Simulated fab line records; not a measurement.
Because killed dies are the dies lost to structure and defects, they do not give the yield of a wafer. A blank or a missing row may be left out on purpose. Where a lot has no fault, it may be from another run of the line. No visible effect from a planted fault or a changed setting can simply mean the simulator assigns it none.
Matching of chambers	flow nand harc	4 sister chambers for NHARC_A_CHANNEL_FILL_D1_STRIP_28 on rie diel-11
The step strips in O2, time 20 s. 4 wafers are shown with their chamber, then 7 later ones without.

== WAFERS, EACH WITH ITS CHAMBER ==
wafer	chamber	oes product au (a.u.)
L778.1	1	1.001
L789.5	2	1.012
L792.2	0	0.980
L792.4	3	1.000

== WAFERS WITHOUT THEIR CHAMBER ==
wafer	oes product au (a.u.)
L792.6	0.992
L794.2	1.002
L794.4	0.999
L794.6	1.000
L801.1	0.982
L801.2	0.978
L801.6	0.985

== WHICH CHAMBER EACH ONE RAN IN ==
wafer	from the rows above	in truth
L792.6	can't be placed: 3 or 1 or 0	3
L794.2	can't be placed: 1 or 3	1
L794.4	can't be placed: 3 or 1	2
L794.6	can't be placed: 3 or 1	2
L801.1	0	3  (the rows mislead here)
L801.2	0	0
L801.6	0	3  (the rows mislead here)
Placed correctly: 1 of 7. From these rows, 4 cannot be placed; in 2 the true chamber is one of the candidates. 2 placed wrongly.
How it was worked out, from the rows above alone: a wafer's distance from a chamber is the root of the sum, over the readings, of the square of ((its reading less the chamber's mean) divided by the reading's scatter). The wafer belongs to the nearest chamber; if the next one is less than 2 further off, it can't be placed. Each chamber's mean is taken over the wafers shown for it. The scatter: root of mean squared gap, hidden wafer to nearest shown wafer, with one shown wafer a chamber.
